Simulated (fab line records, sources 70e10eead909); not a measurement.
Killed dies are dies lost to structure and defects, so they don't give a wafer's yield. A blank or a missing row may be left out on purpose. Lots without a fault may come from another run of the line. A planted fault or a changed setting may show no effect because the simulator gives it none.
Tool commonality check | flow nand_harc | 12 lots, 36 wafers sampled

WHY IT WAS OPENED
At NHARC_A_DECK1_JOINT_THK_MEAS_17 the reading thk_nm is flagged on 2 of 12 lots. Wafers without a fault read 44.8 nm, standard deviation 1.1.
Rule: a lot is flagged when every wafer of it that has a number lies more than 4 standard deviations from that mean, or none has a number. The other lots count as sound.

lot  | measured     | on            | thk_nm (nm), wafer by wafer | flag
L948 | day 12 23:50 | film_metro-02 | 43.5 46.0 44.0              |
L957 | day 16 13:00 | film_metro-01 | 70.7 72.0 71.3              | FLAGGED
L959 | day 17 04:10 | film_metro-01 | 70.2 70.1 68.4              | FLAGGED
L961 | day 18 04:52 | film_metro-02 | 43.6 45.9 43.6              |
L963 | day 18 23:13 | film_metro-01 | 44.4 44.3 44.1              |
L966 | day 19 21:38 | film_metro-02 | 46.7 44.9 44.4              |
L964 | day 19 23:07 | film_metro-02 | 42.8 44.2 44.2              |
L965 | day 19 23:10 | film_metro-01 | 45.2 45.7 44.7              |
L967 | day 20 09:43 | film_metro-01 | 44.3 45.9 42.9              |
L968 | day 21 05:34 | film_metro-02 | 42.9 45.5 45.2              |
L969 | day 21 12:16 | film_metro-02 | 43.0 45.4 44.2              |
L971 | day 22 01:05 | film_metro-01 | 44.3 43.5 44.5              |
The numbers of the flagged lots are 70.5 nm on average: +25.7 nm against the usual, or +23 standard deviations.

WHICH TOOL RAN EACH LOT
The record holds 4 process steps before the reading, out of a route of 1302 steps. In each cell: the tool, then ch and the chambers that the sampled wafers went through, then the start.
lot  | flag    | NHARC_A_CHANNEL_FILL_D1_ALD_14   | NHARC_A_CHANNEL_FILL_D1_ETCHBACK_20 | NHARC_A_CHANNEL_FILL_D1_ALD_25   | NHARC_A_DECK1_JOINT_DEP_16
L948 |         | ald_hk-01 ch 2,3, day 9 21:01    | rie_diel-09 ch 0,2,3, day 10 15:14  | ald_hk-02 ch 0,1,2, day 11 03:00 | pecvd-04 ch 0,2, day 12 23:36
L957 | FLAGGED | ald_hk-04 ch 0,1,3, day 13 02:58 | rie_diel-05 ch 1,2, day 13 23:05    | ald_hk-01 ch 0,3, day 14 12:28   | pecvd-04 ch 0,1, day 16 12:43
L959 | FLAGGED | ald_hk-04 ch 0,1,2, day 13 19:42 | rie_diel-07 ch 0,1,2, day 14 15:49  | ald_hk-01 ch 0,1,2, day 15 04:22 | pecvd-04 ch 0,1,2, day 17 03:53
L961 |         | ald_hk-04 ch 0,1,2, day 15 00:41 | rie_diel-05 ch 1,3, day 15 19:49    | ald_hk-02 ch 0,2,3, day 16 07:43 | pecvd-01 ch 0,1, day 18 04:32
L963 |         | ald_hk-01 ch 0,1,2, day 15 17:08 | rie_diel-09 ch 2,3, day 16 10:26    | ald_hk-01 ch 0,2,3, day 16 23:20 | pecvd-03 ch 1,2, day 18 22:56
L966 |         | ald_hk-01 ch 1,2, day 16 18:35   | rie_diel-05 ch 0,3, day 17 13:41    | ald_hk-02 ch 1,2,3, day 18 02:58 | pecvd-03 ch 0,1,2, day 19 21:26
L964 |         | ald_hk-04 ch 1,3, day 16 13:37   | rie_diel-07 ch 1,2, day 17 06:59    | ald_hk-04 ch 1,3, day 17 18:54   | pecvd-03 ch 1,2, day 19 22:50
L965 |         | ald_hk-01 ch 0,1,3, day 16 13:37 | rie_diel-05 ch 1,2,3, day 17 06:57  | ald_hk-01 ch 0,2,3, day 17 18:54 | pecvd-01 ch 0,1,2, day 19 22:53
L967 |         | ald_hk-02 ch 1,2,3, day 17 01:22 | rie_diel-09 ch 0,2,3, day 17 18:57  | ald_hk-02 ch 1,3, day 18 08:21   | pecvd-04 ch 0,1,2, day 20 09:26
L968 |         | ald_hk-01 ch 1,2,3, day 18 05:37 | rie_diel-09 ch 1,3, day 18 22:44    | ald_hk-01 ch 0,1,2, day 19 11:26 | pecvd-01 ch 1,2, day 21 05:18
L969 |         | ald_hk-01 ch 0,3, day 18 10:14   | rie_diel-09 ch 1,2,3, day 19 03:17  | ald_hk-04 ch 0,1,2, day 19 17:03 | pecvd-04 ch 0,1, day 21 12:02
L971 |         | ald_hk-04 ch 0,2,3, day 18 18:19 | rie_diel-07 ch 1,2, day 19 11:32    | ald_hk-02 ch 1,3, day 20 00:17   | pecvd-03 ch 0,1,2, day 22 00:49
What these steps do:
- NHARC_A_CHANNEL_FILL_D1_ALD_14: deposits SiO2, target thk 2.5 nm, pulse time 10 s, ald cycles 25.
- NHARC_A_CHANNEL_FILL_D1_ETCHBACK_20: etches the open film in C4F8/O2/Ar, target depth 27 nm, time 13.5 s.
- NHARC_A_CHANNEL_FILL_D1_ALD_25: deposits SiOx, target thk 60 nm, pulse time 10 s, ald cycles 600.
- NHARC_A_DECK1_JOINT_DEP_16: deposits SiO2, target thk 45 nm.
- NHARC_A_DECK1_JOINT_THK_MEAS_17: measures by ellipsometry.

FLAGGED OVER TOTAL, TOOL BY TOOL (the gauges that took the reading come last)
step                                | tool          | lots run | flagged | share of the flagged lots | sound lots run after its first flagged lot
NHARC_A_CHANNEL_FILL_D1_ALD_14      | ald_hk-01     | 6        | 0       | none                      | -
NHARC_A_CHANNEL_FILL_D1_ALD_14      | ald_hk-02     | 1        | 0       | none                      | -
NHARC_A_CHANNEL_FILL_D1_ALD_14      | ald_hk-04     | 5        | 2       | all                       | 3 (L961,L964,L971)
NHARC_A_CHANNEL_FILL_D1_ETCHBACK_20 | rie_diel-05   | 4        | 1       | some                      | 3 (L961,L965,L966)
NHARC_A_CHANNEL_FILL_D1_ETCHBACK_20 | rie_diel-07   | 3        | 1       | some                      | 2 (L964,L971)
NHARC_A_CHANNEL_FILL_D1_ETCHBACK_20 | rie_diel-09   | 5        | 0       | none                      | -
NHARC_A_CHANNEL_FILL_D1_ALD_25      | ald_hk-01     | 5        | 2       | all                       | 3 (L963,L965,L968)
NHARC_A_CHANNEL_FILL_D1_ALD_25      | ald_hk-02     | 5        | 0       | none                      | -
NHARC_A_CHANNEL_FILL_D1_ALD_25      | ald_hk-04     | 2        | 0       | none                      | -
NHARC_A_DECK1_JOINT_DEP_16          | pecvd-01      | 3        | 0       | none                      | -
NHARC_A_DECK1_JOINT_DEP_16          | pecvd-03      | 4        | 0       | none                      | -
NHARC_A_DECK1_JOINT_DEP_16          | pecvd-04      | 5        | 2       | all                       | 2 (L967,L969)
NHARC_A_DECK1_JOINT_THK_MEAS_17     | film_metro-01 | 6        | 2       | all                       | 4 (L963,L965,L967,L971)
NHARC_A_DECK1_JOINT_THK_MEAS_17     | film_metro-02 | 6        | 0       | none                      | -

WHAT THE TABLE ALLOWS
4 rows of the table ran every flagged lot: ald_hk-04 at NHARC_A_CHANNEL_FILL_D1_ALD_14, ald_hk-01 at NHARC_A_CHANNEL_FILL_D1_ALD_25, pecvd-04 at NHARC_A_DECK1_JOINT_DEP_16, film_metro-01 at NHARC_A_DECK1_JOINT_THK_MEAS_17.
- ald_hk-04 at NHARC_A_CHANNEL_FILL_D1_ALD_14: 2 of its 5 lots flagged. Sound lots ran on it after the first flagged one (L961, L964, L971), which a lasting fault on the whole tool wouldn't allow.
- ald_hk-01 at NHARC_A_CHANNEL_FILL_D1_ALD_25: 2 of its 5 lots flagged. Sound lots ran on it after the first flagged one (L963, L965, L968), which a lasting fault on the whole tool wouldn't allow.
- pecvd-04 at NHARC_A_DECK1_JOINT_DEP_16: 2 of its 5 lots flagged. Sound lots ran on it after the first flagged one (L967, L969), which a lasting fault on the whole tool wouldn't allow. Its own readings lie more than 4 standard deviations out on every wafer of the flagged lots: mfc_precursor_sccm.
- film_metro-01 at NHARC_A_DECK1_JOINT_THK_MEAS_17: 2 of its 6 lots flagged. Sound lots ran on it after the first flagged one (L963, L965, L967, L971), which a lasting fault on the whole tool wouldn't allow.
No row of the table ran every flagged lot and no sound lot after the first.

WHAT THE SIMULATOR HAD PUT IN
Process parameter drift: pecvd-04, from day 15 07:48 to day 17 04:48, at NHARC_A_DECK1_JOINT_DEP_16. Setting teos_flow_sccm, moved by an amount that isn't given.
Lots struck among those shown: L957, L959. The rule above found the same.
